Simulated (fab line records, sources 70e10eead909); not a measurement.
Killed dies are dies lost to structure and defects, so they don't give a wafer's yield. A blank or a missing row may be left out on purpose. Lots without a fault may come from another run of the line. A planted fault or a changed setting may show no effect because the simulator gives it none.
Chamber matching | flow nand_harc | NHARC_A_CHANNEL_FILL_D1_ALD_16 on ald_hk-01: 4 sister chambers
The step deposits SiO2, target thk 1.5 nm, pulse time 10 s, ald cycles 15. 8 wafers are shown with their chamber, then 10 later ones without.

WAFERS WITH THEIR CHAMBER
wafer  | chamber | heater_power_w (W) | precursor_pulse_height_rel
L083.1 | 3       | 442                | 0.987
L083.6 | 2       | 500                | 0.984
L085.1 | 3       | 439                | 0.997
L085.4 | 1       | 473                | 1.021
L089.5 | 1       | 479                | 0.988
L089.6 | 0       | 396                | 0.979
L087.1 | 2       | 515                | 0.986
L087.3 | 0       | 398                | 1.014

WAFERS WITHOUT THEIR CHAMBER
wafer  | heater_power_w (W) | precursor_pulse_height_rel
L087.4 | 479                | 0.993
L091.1 | 443                | 0.962
L091.3 | 469                | 0.985
L091.4 | 404                | 1.010
L093.1 | 454                | 1.013
L093.3 | 406                | 1.012
L093.4 | 506                | 0.977
L094.4 | 521                | 0.973
L094.5 | 437                | 1.008
L094.6 | 519                | 0.985

WHICH CHAMBER EACH WENT THROUGH
wafer  | from the rows above     | in truth
L087.4 | 1                       | 1
L091.1 | 3                       | 3
L091.3 | 1                       | 1
L091.4 | 0                       | 0
L093.1 | can't be placed: 3 or 1 | 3
L093.3 | 0                       | 0
L093.4 | 2                       | 2
L094.4 | 2                       | 2
L094.5 | 3                       | 3
L094.6 | 2                       | 2
Placed correctly: 9 of 10. Can't be placed from these rows: 1 (the true chamber is among the candidates in 1). Placed wrongly: 0.
How it was worked out, from the rows above alone: a wafer's distance from a chamber is the root of the sum, over the readings, of the square of ((its reading less the chamber's mean) divided by the reading's scatter). The wafer belongs to the nearest chamber; if the next one is less than 2 further off, it can't be placed. A chamber's mean is the mean of its shown wafers. The scatter: the root of (the sum of the squares of (reading less its chamber's mean) over the shown wafers, divided by (wafers less chambers)).
